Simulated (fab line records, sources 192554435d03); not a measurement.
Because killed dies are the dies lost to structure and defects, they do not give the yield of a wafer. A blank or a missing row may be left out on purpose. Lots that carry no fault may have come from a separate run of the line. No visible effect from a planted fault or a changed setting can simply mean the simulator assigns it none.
fab line records ; flow n5_finfet ; part 1 of 2: steps 1 to 4 of 6
record: lots: 22; wafers: 66; last_day: 17
route steps=1938 shown MOL_CONTACT_COAG@605 BEOL_M0_SAQP@636
lots with no fault: from the same line, run without faults
start_h: the number of hours between the record's first day and the start of the first shown wafer of the lot ; wait_h: hours from the lot's prior step to this one ; " same as the row above ; L1.1+2: a row that stands for several wafers ; - value missing, or start not given ; * or withheld: withheld ; < > ~ a bound
route shown NAME@n: a module of which the file shows steps, and the number in the route of the first ; usual: mean/standard deviation of fault-free wafers ; same: alike in all rows ; chamber/n: place in a boat ; sites: each site's reading ; _std_site: standard deviation across them ; _edge_site: the outer-site mean with the inner-site mean subtracted ; radius_mm: for every site, how far away it sits from the centre of the wafer ; mask NAME#n: copy n ; behind: the most recent tool/chamber to have shaped the wafer ; hold: what put the lot on hold/how long, in hours/how the hold closed ; device: which transistor (n, p or np) failed to switch ; end of line: tests run on the same wafers once the route is complete ; where a step has no rows: the recipe by itself ; killed: dies that structure and defects cost at the first sort, which is not the same as the wafer's yield ; map: dies across one wafer; x = killed, . = not, _ = none there
set.NAME: setting as actually run; set.NAME@STEP: the setting as run at that earlier step ; model.NAME: the simulator's own value behind a step, which no gauge read
one table for each step of the route and one row for each wafer, over a sample of lots
services: the hour from which a tool's chamber was out of use, counted from the record's first day as start_h (under 0 if before that day), plus the number of hours and why
== steps ==
step: N5_MOL_CONTACT_COAG_DESCUM_45
recipe: chemistry: O2; time_s: 7; source_power_w: 50; bias_power_w: 20; pressure_mtorr: 20; rf_frequency_hz: 2.712e+07; temp_c: 40; resist: CAR-EUV; o2_flow_sccm: 225
usual: drypump_motor_current_A: 5.8/0.39; oes_product_au: 0.81/0.086; rf_vpp_V: 243.4/1.5; showerhead_plenum_p_Torr: 2.11/0.073; throttle_valve_pct: 20.28/0.23
lot.wafer;tool;chamber;start_h;wait_h;drypump_motor_current_A;oes_product_au;rf_hours_counter_h;rf_vpp_V;showerhead_plenum_p_Torr;throttle_valve_pct
L074.2;rie_diel-04;2;105.39;0.4;5.9;0.83;62;242.7;2.12;20.58
L074.3;rie_diel-04;0;105.39;0.4;5.4;0.92;22;243.5;2.14;20.32
L074.4;rie_diel-04;3;105.39;0.4;5.6;0.69;-;245.1;2.15;20.39
L075.1;rie_diel-05;0;111.48;0.0;5.1;0.69;251;240.9;1.97;20.75
L075.4;rie_diel-05;1;111.48;0.0;5.7;0.76;-;245.7;2.19;20.14
L075.5;rie_diel-05;3;111.48;0.0;5.9;0.67;-;242.7;2.07;20.56
L076.3;rie_diel-04;2;112.57;0.0;5.9;0.83;67;243.6;2.12;20.57
L076.5;rie_diel-04;0;112.57;0.0;5.4;0.91;-;244.2;2.14;20.32
L076.6;rie_diel-04;3;112.57;0.0;5.6;0.70;-;244.4;2.15;20.38
L077.2;rie_diel-06;3;117.87;0.0;6.6;0.70;211;242.7;1.98;20.06
L077.3;rie_diel-06;1;117.87;0.0;6.4;0.90;47;244.9;2.22;20.31
L077.4;rie_diel-06;1;117.87;0.0;6.4;0.89;-;244.8;2.22;20.32
L078.1;rie_diel-05;3;122.55;0.0;5.9;0.68;219;242.6;2.07;20.56
L078.4;rie_diel-05;2;122.55;0.0;5.8;0.98;-;245.3;2.15;19.79
L078.5;rie_diel-05;1;122.55;0.0;5.7;0.77;-;244.8;2.19;20.14
L079.1;rie_diel-06;3;129.41;0.1;6.6;0.69;216;241.2;1.98;20.07
L079.4;rie_diel-06;2;129.41;0.1;5.7;0.77;140;241.0;2.01;20.43
L079.6;rie_diel-06;3;129.41;0.1;6.6;0.69;-;241.4;1.98;20.08
L080.3;rie_diel-06;3;133.47;0.0;6.6;0.69;217;242.2;1.98;20.08
L080.4;rie_diel-06;2;133.47;0.0;5.6;0.77;141;242.7;2.01;20.40
L080.5;rie_diel-06;0;133.47;0.0;5.9;0.74;-;244.1;2.11;20.31
L082.1;rie_diel-06;1;150.98;0.1;6.4;0.85;59;245.2;2.22;20.33
L082.4;rie_diel-06;3;150.98;0.1;6.6;0.69;223;242.3;1.97;20.08
L082.6;rie_diel-06;3;150.98;0.1;6.6;0.69;-;240.8;1.97;20.08
L083.1;rie_diel-05;3;154.43;0.0;5.9;0.66;234;242.3;2.06;20.56
L083.4;rie_diel-05;1;154.43;0.0;5.7;0.76;128;244.7;2.18;20.19
L083.5;rie_diel-05;1;154.43;0.0;5.6;0.76;-;244.8;2.18;20.17
L084.1;rie_diel-05;3;164.99;0.0;5.9;0.66;238;242.7;2.06;20.58
L084.2;rie_diel-05;0;164.99;0.0;5.1;0.91;11;245.7;2.23;20.38
L084.6;rie_diel-05;0;164.99;0.0;5.1;0.92;-;245.8;2.23;20.38
L085.3;rie_diel-06;1;165.78;0.1;6.5;0.85;64;245.0;2.22;20.33
L085.5;rie_diel-06;3;165.78;0.1;6.6;0.68;-;241.6;1.97;20.09
L085.6;rie_diel-06;2;165.78;0.1;5.6;0.77;-;241.5;2.00;20.44
L086.1;rie_diel-06;2;179.74;0.0;5.6;0.77;156;242.0;2.00;20.44
L086.5;rie_diel-06;3;179.74;0.0;6.6;0.68;-;241.1;1.97;20.09
L086.6;rie_diel-06;2;179.74;0.0;5.7;0.78;-;241.5;2.00;20.42
L087.1;rie_diel-04;1;183.56;0.2;6.0;0.86;59;243.5;2.12;19.96
L087.2;rie_diel-04;2;183.56;0.2;5.9;0.81;93;242.7;2.11;20.62
L087.3;rie_diel-04;3;183.56;0.2;5.6;0.96;8;243.7;2.14;20.03
L088.2;rie_diel-04;0;186.89;0.0;5.4;0.87;54;242.8;2.13;20.35
L088.5;rie_diel-04;2;186.89;0.0;5.9;0.81;-;243.0;2.11;20.63
L088.6;rie_diel-04;3;186.89;0.0;5.6;0.95;-;243.8;2.14;20.04
L089.1;rie_diel-06;1;189.00;0.0;6.5;0.85;69;244.5;2.21;20.34
L089.4;rie_diel-06;0;189.00;0.0;5.9;0.74;158;243.0;2.10;20.33
L089.6;rie_diel-06;1;189.00;0.0;6.5;0.86;-;243.2;2.21;20.34
L091.1;rie_diel-04;0;202.14;0.1;5.4;0.85;55;243.4;2.13;20.34
L091.2;rie_diel-04;1;202.14;0.1;6.0;0.83;67;243.8;2.12;19.98
L091.3;rie_diel-04;2;202.14;0.1;5.9;0.80;101;243.7;2.11;20.63
L092.2;rie_diel-04;3;211.51;0.0;5.6;0.94;20;245.1;2.14;20.03
L092.4;rie_diel-04;1;211.51;0.0;6.0;0.84;70;241.6;2.12;19.99
L092.5;rie_diel-04;2;211.51;0.0;5.9;0.80;-;244.7;2.11;20.62
L093.1;rie_diel-06;1;216.73;0.0;6.4;0.85;78;245.8;2.21;20.35
L093.5;rie_diel-06;2;216.73;0.0;5.6;0.77;-;241.0;2.00;20.46
L093.6;rie_diel-06;3;216.73;0.0;6.6;0.68;-;241.1;1.97;20.12
L094.1;rie_diel-04;2;222.82;0.0;5.9;0.79;108;242.8;2.11;20.63
L094.3;rie_diel-04;3;222.82;0.0;5.6;0.91;24;244.0;2.13;20.06
L094.4;rie_diel-04;0;222.82;0.0;5.4;0.85;63;243.5;2.13;20.35
L095.2;rie_diel-04;1;224.58;0.1;6.0;0.84;74;242.0;2.12;20.00
L095.4;rie_diel-04;2;224.58;0.1;5.9;0.80;109;241.8;2.11;20.62
L095.5;rie_diel-04;3;224.58;0.1;5.6;0.92;-;244.3;2.13;20.04
L096.1;rie_diel-04;0;237.52;0.3;5.4;0.86;68;245.8;2.13;20.38
L096.3;rie_diel-04;2;237.52;0.3;5.9;0.80;112;243.3;2.11;20.64
L096.6;rie_diel-04;0;237.52;0.3;5.4;0.85;-;242.9;2.12;20.37
L097.3;rie_diel-05;2;238.17;0.1;5.8;0.88;46;242.0;2.13;19.84
L097.4;rie_diel-05;0;238.17;0.1;5.1;0.87;-;244.2;2.22;20.40
L097.6;rie_diel-05;1;238.17;0.1;5.6;0.72;-;243.6;2.17;20.21
step: N5_BEOL_M0_SAQP_PECVD_96
recipe: material: a-Si; target_thk_a: 450; temp_c: 350; precursor: SiH4/He; pressure_torr: 3; rf_w: 100; time_s: 45.2
usual: heater_power_w: 622/78; showerhead_plenum_p_Torr: 5.67/0.048; throttle_valve_pct: 18.2/1.2
lot.wafer;tool;chamber;start_h;wait_h;heater_power_w;showerhead_plenum_p_Torr;throttle_valve_pct
L074.2;pecvd-02;0;112.15;0.0;771;5.56;19.7
L074.3;pecvd-02;0;112.15;0.0;785;5.58;19.7
L074.4;pecvd-02;1;112.15;0.0;547;5.64;19.3
L075.1;pecvd-01;2;117.95;0.0;642;5.65;17.1
L075.4;pecvd-01;0;117.95;0.0;672;5.72;19.4
L075.5;pecvd-01;1;117.95;0.0;607;5.68;18.1
L076.3;pecvd-01;1;120.45;0.0;582;5.66;17.9
L076.5;pecvd-01;0;120.45;0.0;596;5.68;19.3
L076.6;pecvd-01;1;120.45;0.0;586;5.67;18.1
L077.2;pecvd-02;0;123.87;0.0;723;5.57;19.8
L077.3;pecvd-02;1;123.87;0.0;593;5.65;19.3
L077.4;pecvd-02;0;123.87;0.0;703;5.57;19.5
L078.1;pecvd-02;1;127.87;0.0;536;5.65;19.3
L078.4;pecvd-02;2;127.87;0.0;511;5.70;16.4
L078.5;pecvd-02;1;127.87;0.0;554;5.64;19.4
L079.1;pecvd-04;1;136.09;0.0;666;5.68;16.3
L079.4;pecvd-04;0;136.09;0.0;669;5.74;17.8
L079.6;pecvd-04;2;136.09;0.0;510;5.70;18.6
L080.3;pecvd-01;1;139.51;0.0;620;5.67;18.1
L080.4;pecvd-01;0;139.51;0.0;668;5.70;19.7
L080.5;pecvd-01;2;139.51;0.0;625;5.66;17.5
L082.1;pecvd-02;0;156.65;0.0;760;5.56;19.9
L082.4;pecvd-02;2;156.65;0.0;515;5.70;16.4
L082.6;pecvd-02;0;156.65;0.0;753;5.56;20.1
L083.1;pecvd-04;2;160.00;0.0;551;5.69;18.9
L083.4;pecvd-04;2;160.00;0.0;555;5.69;18.6
L083.5;pecvd-04;1;160.00;0.0;687;5.67;16.6
L084.1;pecvd-04;1;174.84;0.0;684;5.67;16.3
L084.2;pecvd-04;0;174.84;0.0;670;5.76;17.8
L084.6;pecvd-04;0;174.84;0.0;670;5.74;17.6
L085.3;pecvd-04;2;175.84;0.0;538;5.70;18.6
L085.5;pecvd-04;0;175.84;0.0;632;5.73;18.0
L085.6;pecvd-04;2;175.84;0.0;526;5.69;18.6
L086.1;pecvd-02;2;188.17;0.0;491;5.70;16.9
L086.5;pecvd-02;2;188.17;0.0;493;5.70;16.5
L086.6;pecvd-02;0;188.17;0.0;766;5.58;20.1
L087.1;pecvd-01;1;192.44;0.0;578;5.70;17.9
L087.2;pecvd-01;0;192.44;0.0;637;5.70;19.1
L087.3;pecvd-01;2;192.44;0.0;592;5.67;17.4
L088.2;pecvd-04;0;193.36;0.0;703;5.75;17.8
L088.5;pecvd-04;1;193.36;0.0;691;5.67;16.4
L088.6;pecvd-04;0;193.36;0.0;687;5.75;18.0
L089.1;pecvd-04;0;197.55;0.0;672;5.72;17.8
L089.4;pecvd-04;2;197.55;0.0;590;5.70;19.0
L089.6;pecvd-04;0;197.55;0.0;702;5.72;17.6
L091.1;pecvd-01;1;209.36;0.0;539;5.69;17.7
L091.2;pecvd-01;0;209.36;0.0;686;5.70;19.4
L091.3;pecvd-01;2;209.36;0.0;604;5.67;17.2
L092.2;pecvd-01;0;217.79;0.0;666;5.69;19.1
L092.4;pecvd-01;2;217.79;0.0;544;5.65;17.5
L092.5;pecvd-01;1;217.79;0.0;605;5.69;17.9
L093.1;pecvd-02;2;221.93;0.0;482;5.70;16.8
L093.5;pecvd-02;0;221.93;0.0;813;5.55;20.1
L093.6;pecvd-02;1;221.93;0.0;571;5.65;19.2
L094.1;pecvd-02;1;228.99;0.0;593;5.65;19.4
L094.3;pecvd-02;0;228.99;0.0;722;5.57;19.7
L094.4;pecvd-02;0;228.99;0.0;724;5.57;19.9
L095.2;pecvd-02;0;232.29;0.0;676;5.57;19.8
L095.4;pecvd-02;0;232.29;0.0;690;5.56;19.8
L095.5;pecvd-02;2;232.29;0.0;504;5.70;16.7
L096.1;pecvd-01;1;243.19;0.0;549;5.68;17.8
L096.3;pecvd-01;2;243.19;0.0;559;5.67;17.4
L096.6;pecvd-01;1;243.19;0.0;572;5.68;17.7
L097.3;pecvd-04;1;245.98;0.0;658;5.67;16.8
L097.4;pecvd-04;1;245.98;0.0;662;5.67;16.4
L097.6;pecvd-04;0;245.98;0.0;681;5.73;17.6
step: N5_BEOL_M0_SAQP_OVL_MEAS_15
recipe: points_per_wafer: 44
usual: M0_CORE_OVL: -0.2/0.79
lot.wafer;tool;chamber;start_h;wait_h;M0_CORE_OVL[nm]
L074.2;overlay-01;0;112.92;0.0;-0.9
L074.3;overlay-01;0;112.92;0.0;-0.5
L074.4;overlay-01;0;112.92;0.0;-0.3
L075.1;overlay-01;0;118.55;0.0;-0.8
L075.4;overlay-01;0;118.55;0.0;-1.1
L075.5;overlay-01;0;118.55;0.0;-1.8
L076.3;overlay-02;0;121.17;0.0;0.7
L076.5;overlay-02;0;121.17;0.0;-0.7
L076.6;overlay-02;0;121.17;0.0;-0.6
L077.2;overlay-01;0;124.57;0.0;0.4
L077.3;overlay-01;0;124.57;0.0;-0.3
L077.4;overlay-01;0;124.57;0.0;0.4
L078.1;overlay-01;0;128.57;0.0;0.7
L078.4;overlay-01;0;128.57;0.0;1.7
L078.5;overlay-01;0;128.57;0.0;0.3
L079.1;overlay-02;0;136.66;0.0;0.4
L079.4;overlay-02;0;136.66;0.0;1.7
L079.6;overlay-02;0;136.66;0.0;1.1
L080.3;overlay-01;0;140.08;0.0;-1.5
L080.4;overlay-01;0;140.08;0.0;-0.9
L080.5;overlay-01;0;140.08;0.0;-1.1
L082.1;overlay-02;0;157.35;0.0;-1.1
L082.4;overlay-02;0;157.35;0.0;-0.5
L082.6;overlay-02;0;157.35;0.0;-0.8
L083.1;overlay-02;0;160.70;0.0;-0.4
L083.4;overlay-02;0;160.70;0.0;-1.9
L083.5;overlay-02;0;160.70;0.0;-0.1
L084.1;overlay-02;0;175.53;0.0;-0.2
L084.2;overlay-02;0;175.53;0.0;-0.1
L084.6;overlay-02;0;175.53;0.0;0.4
L085.3;overlay-01;0;176.53;0.0;-0.2
L085.5;overlay-01;0;176.53;0.0;-0.7
L085.6;overlay-01;0;176.53;0.0;0.5
L086.1;overlay-01;0;188.86;0.0;1.8
L086.5;overlay-01;0;188.86;0.0;0.4
L086.6;overlay-01;0;188.86;0.0;0.3
L087.1;overlay-02;0;193.13;0.0;0.4
L087.2;overlay-02;0;193.13;0.0;-0.7
L087.3;overlay-02;0;193.13;0.0;0.1
L088.2;overlay-02;0;194.05;0.0;0.2
L088.5;overlay-02;0;194.05;0.0;1.0
L088.6;overlay-02;0;194.05;0.0;0.1
L089.1;overlay-01;0;198.25;0.0;0.2
L089.4;overlay-01;0;198.25;0.0;-1.0
L089.6;overlay-01;0;198.25;0.0;-0.5
L091.1;overlay-02;0;209.97;0.0;1.2
L091.2;overlay-02;0;209.97;0.0;0.2
L091.3;overlay-02;0;209.97;0.0;0.7
L092.2;overlay-02;0;218.49;0.0;-0.3
L092.4;overlay-02;0;218.49;0.0;-0.3
L092.5;overlay-02;0;218.49;0.0;-0.4
L093.1;overlay-01;0;222.49;0.0;-0.1
L093.5;overlay-01;0;222.49;0.0;0.1
L093.6;overlay-01;0;222.49;0.0;0.6
L094.1;overlay-02;0;229.70;0.0;-0.7
L094.3;overlay-02;0;229.70;0.0;-0.5
L094.4;overlay-02;0;229.70;0.0;-0.5
L095.2;overlay-01;0;232.86;0.0;-0.7
L095.4;overlay-01;0;232.86;0.0;0.1
L095.5;overlay-01;0;232.86;0.0;-1.2
L096.1;overlay-01;0;243.89;0.0;0.6
L096.3;overlay-01;0;243.89;0.0;0.1
L096.6;overlay-01;0;243.89;0.0;-0.2
L097.3;overlay-02;0;246.56;0.0;-1.0
L097.4;overlay-02;0;246.56;0.0;-0.5
L097.6;overlay-02;0;246.56;0.0;0.2
step: N5_BEOL_M0_SAQP_ETCH_84
recipe: chemistry: N2/H2; target: SOC; target_depth_a: 1000; overetch_a: 200; mask_material: SiARC; temp_c: 40; time_s: 150; ion_energy_ev: 200; pressure_mtorr: 30; source_w: 840; bias_w: 150; n2_flow_sccm: 200; h2_flow_sccm: 200
usual: drypump_motor_current_A: 5.6/0.52; oes_product_au: 0.72/0.066; rf_vpp_V: 524.7/2.3; showerhead_plenum_p_Torr: 2.57/0.079; throttle_valve_pct: 17.73/0.21
lot.wafer;tool;chamber;start_h;wait_h;drypump_motor_current_A;oes_product_au;rf_hours_counter_h;rf_vpp_V;showerhead_plenum_p_Torr;throttle_valve_pct
L074.2;rie_diel-01;1;113.36;0.0;5.7;0.71;115;524.6;2.56;17.72
L074.3;rie_diel-01;0;113.36;0.0;5.8;0.78;28;529.8;2.70;17.76
L074.4;rie_diel-01;2;113.36;0.0;4.8;0.76;59;523.5;2.47;17.40
L075.1;rie_diel-01;3;118.69;0.0;5.6;0.82;22;523.7;2.59;17.62
L075.4;rie_diel-01;1;118.69;0.0;5.7;0.71;117;524.4;2.56;17.74
L075.5;rie_diel-01;3;118.69;0.0;5.5;0.82;-;524.7;2.59;17.62
L076.3;rie_diel-01;3;121.31;0.0;5.5;0.81;23;525.6;2.59;17.62
L076.5;rie_diel-01;0;121.31;0.0;5.8;0.78;-;529.4;2.69;17.76
L076.6;rie_diel-01;1;121.31;0.0;5.7;0.71;-;524.2;2.56;17.73
L077.2;rie_diel-02;3;124.71;0.0;4.9;0.63;217;526.5;2.62;17.89
L077.3;rie_diel-02;1;124.71;0.0;5.8;0.63;223;524.0;2.51;18.19
L077.4;rie_diel-02;2;124.71;0.0;5.1;0.74;68;521.6;2.47;17.78
L078.1;rie_diel-01;1;128.75;0.0;5.7;0.71;120;523.9;2.56;17.73
L078.4;rie_diel-01;2;128.75;0.0;4.9;0.76;64;523.0;2.47;17.41
L078.5;rie_diel-01;3;128.75;0.0;5.6;0.81;-;524.9;2.59;17.63
L079.1;rie_diel-02;2;136.81;0.0;5.0;0.73;73;521.2;2.47;17.79
L079.4;rie_diel-02;1;136.81;0.0;5.8;0.62;227;522.6;2.51;18.21
L079.6;rie_diel-02;3;136.81;0.0;4.9;0.63;-;526.6;2.61;17.89
L080.3;rie_diel-02;0;140.43;0.0;6.1;0.69;133;526.8;2.67;17.58
L080.4;rie_diel-02;2;140.43;0.0;5.0;0.73;74;520.7;2.47;17.77
L080.5;rie_diel-02;2;140.43;0.0;5.0;0.75;-;521.6;2.47;17.79
L082.1;rie_diel-03;1;157.54;0.0;6.6;0.66;194;526.1;2.63;17.87
L082.4;rie_diel-03;0;157.54;0.0;5.7;0.85;13;522.1;2.50;17.28
L082.6;rie_diel-03;0;157.54;0.0;5.7;0.86;-;522.5;2.50;17.27
L083.1;rie_diel-01;0;160.84;0.0;5.8;0.75;44;527.7;2.69;17.79
L083.4;rie_diel-01;2;160.84;0.0;4.9;0.75;75;521.8;2.47;17.43
L083.5;rie_diel-01;1;160.84;0.0;5.7;0.70;-;524.0;2.56;17.75
L084.1;rie_diel-03;0;175.68;0.0;5.7;0.84;17;523.4;2.50;17.28
L084.2;rie_diel-03;3;175.68;0.0;5.7;0.81;23;526.6;2.59;17.66
L084.6;rie_diel-03;1;175.68;0.0;6.6;0.65;-;525.2;2.63;17.87
L085.3;rie_diel-03;0;176.68;0.0;5.6;0.84;17;522.7;2.50;17.27
L085.5;rie_diel-03;0;176.68;0.0;5.7;0.84;-;521.8;2.50;17.27
L085.6;rie_diel-03;1;176.68;0.0;6.6;0.65;-;526.7;2.63;17.85
L086.1;rie_diel-02;1;189.16;0.0;5.8;0.60;244;522.1;2.50;18.24
L086.5;rie_diel-02;1;189.16;0.0;5.8;0.61;-;521.3;2.50;18.22
L086.6;rie_diel-02;2;189.16;0.0;5.1;0.72;-;522.5;2.47;17.81
L087.1;rie_diel-02;0;193.28;0.0;6.1;0.68;147;527.2;2.66;17.61
L087.2;rie_diel-02;1;193.28;0.0;5.7;0.61;245;522.3;2.50;18.25
L087.3;rie_diel-02;3;193.28;0.0;4.9;0.61;238;528.2;2.61;17.95
L088.2;rie_diel-02;0;194.19;0.0;6.1;0.69;147;527.2;2.66;17.61
L088.5;rie_diel-02;2;194.19;0.0;5.1;0.72;-;521.4;2.46;17.81
L088.6;rie_diel-02;3;194.19;0.0;4.9;0.62;-;526.4;2.61;17.91
L089.1;rie_diel-01;2;198.43;0.0;4.8;0.73;85;519.8;2.46;17.46
L089.4;rie_diel-01;1;198.43;0.0;5.7;0.69;141;522.8;2.55;17.76
L089.6;rie_diel-01;1;198.43;0.0;5.7;0.69;-;523.7;2.55;17.77
L091.1;rie_diel-01;3;210.43;0.0;5.5;0.78;42;523.6;2.58;17.65
L091.2;rie_diel-01;1;210.43;0.0;5.7;0.69;144;524.1;2.55;17.78
L091.3;rie_diel-01;2;210.43;0.0;4.9;0.73;88;519.4;2.46;17.45
L092.2;rie_diel-03;3;218.63;0.0;5.8;0.79;36;525.0;2.59;17.69
L092.4;rie_diel-03;1;218.63;0.0;6.6;0.65;212;525.2;2.62;17.87
L092.5;rie_diel-03;2;218.63;0.0;6.4;0.77;-;527.8;2.71;17.69
L093.1;rie_diel-01;2;222.64;0.0;4.9;0.73;93;522.6;2.46;17.47
L093.5;rie_diel-01;2;222.64;0.0;4.9;0.73;-;522.1;2.46;17.47
L093.6;rie_diel-01;3;222.64;0.0;5.6;0.78;-;525.0;2.58;17.66
L094.1;rie_diel-02;0;230.17;0.0;6.1;0.68;157;525.4;2.65;17.63
L094.3;rie_diel-02;2;230.17;0.0;5.1;0.72;98;522.1;2.46;17.82
L094.4;rie_diel-02;3;230.17;0.0;4.9;0.61;-;525.4;2.60;17.94
L095.2;rie_diel-01;2;233.01;0.0;4.9;0.72;96;522.0;2.46;17.49
L095.4;rie_diel-01;1;233.01;0.0;5.7;0.69;151;524.2;2.55;17.79
L095.5;rie_diel-01;1;233.01;0.0;5.7;0.69;-;524.5;2.55;17.80
L096.1;rie_diel-03;2;244.03;0.0;6.4;0.76;55;528.5;2.71;17.72
L096.3;rie_diel-03;3;244.03;0.0;5.8;0.77;45;525.6;2.58;17.72
L096.6;rie_diel-03;1;244.03;0.0;6.6;0.65;-;527.0;2.62;17.90
L097.3;rie_diel-03;2;246.71;0.0;6.4;0.76;56;528.1;2.71;17.71
L097.4;rie_diel-03;1;246.71;0.0;6.6;0.64;-;524.2;2.62;17.91
L097.6;rie_diel-03;3;246.71;0.0;5.8;0.78;-;526.0;2.58;17.71
